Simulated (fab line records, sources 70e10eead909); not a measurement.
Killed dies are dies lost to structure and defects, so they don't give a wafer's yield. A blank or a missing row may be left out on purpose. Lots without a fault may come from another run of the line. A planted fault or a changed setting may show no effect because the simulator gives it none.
One fault seen from 2 desks | flow nand_harc | each desk has only its own numbers; what lay behind them comes last

THE TOOL OWNER'S DESK: rie_diel-04
The tool's own readings at NHARC_A_BONDPAD_ETCH_24 (etches the open film in CF4/N2, target depth 30 nm, time 72.99 s): means of the sampled wafers that have a number, for each lot that ran on this tool. A lot is out of limits, marked OUT, if its mean lies more than 4 standard deviations from the usual mean; the brackets give that distance.
Columns: A = drypump_motor_current_A at NHARC_A_BONDPAD_ETCH_24, usual 5.8 A; B = oes_product_au at NHARC_A_BONDPAD_ETCH_24, usual 1.000 a.u.; C = rf_vpp_V at NHARC_A_BONDPAD_ETCH_24, usual 314.7 V; D = showerhead_plenum_p_Torr at NHARC_A_BONDPAD_ETCH_24, usual 2.65 Torr; E = throttle_valve_pct at NHARC_A_BONDPAD_ETCH_24, usual 19.794 %
lot  | first seen here | A   | B     | C     | D    | E
L163 | day 27 01:10    | 5.5 | 1.002 | 315.9 | 2.72 | 19.794
L162 | day 27 01:34    | 6.1 | 0.986 | 315.0 | 2.67 | 19.791
This desk's finding: nothing out of limits on any of the 2 lots.

THE METROLOGY DESK
What the gauges read, lot by lot, whatever tool the lot ran on: means of the sampled wafers that have a number. A lot is out of limits, marked OUT, if its mean lies more than 4 standard deviations from the usual mean; the brackets give that distance. Of its 8 readings 7 are shown: those that lie furthest out on some lot.
Columns: A = cd_nm at NHARC_A_BONDPAD_CD_MEAS_09, usual 500 nm; B = overlay_x_nm at NHARC_A_BONDPAD_OVL_MEAS_35, usual -2 nm; C = overlay_y_nm at NHARC_A_BONDPAD_OVL_MEAS_35, usual 3 nm; D = cd_nm at NHARC_A_BONDPAD_CD_MEAS_13, usual 500 nm; E = thk_nm at NHARC_A_BONDPAD_THK_MEAS_20, usual 169.7 nm; F = overlay_x_nm at NHARC_HYBRID_BOND_OVL_MEAS_05, usual -1 nm; G = thk_nm at NHARC_THIN_TSV_THK_MEAS_02, usual 3007 nm
lot  | first seen here | A   | B  | C  | D   | E     | F   | G
L154 | day 23 10:50    | 503 | -3 | -6 | 502 | 170.0 | 8   | 3010
L163 | day 27 00:25    | 503 | 2  | 12 | 503 | 171.6 | -23 | 2814
L162 | day 27 00:49    | 505 | 1  | -5 | 505 | 169.3 | 31  | 2972
L171 | day 30 08:31    | 497 | 0  | 6  | 496 | 169.5 | -31 | 3037
L172 | day 30 11:10    | 496 | 1  | 10 | 496 | 167.7 | -15 | 2904
L177 | day 32 05:13    | 504 | 8  | 6  | 504 | 169.2 | -20 | 3172
This desk's finding: nothing out of limits on any of the 6 lots.

PUT TOGETHER
The tool owner's desk saw nothing out of limits.
The metrology desk saw nothing out of limits.

WHAT THE SIMULATOR HAD PUT IN
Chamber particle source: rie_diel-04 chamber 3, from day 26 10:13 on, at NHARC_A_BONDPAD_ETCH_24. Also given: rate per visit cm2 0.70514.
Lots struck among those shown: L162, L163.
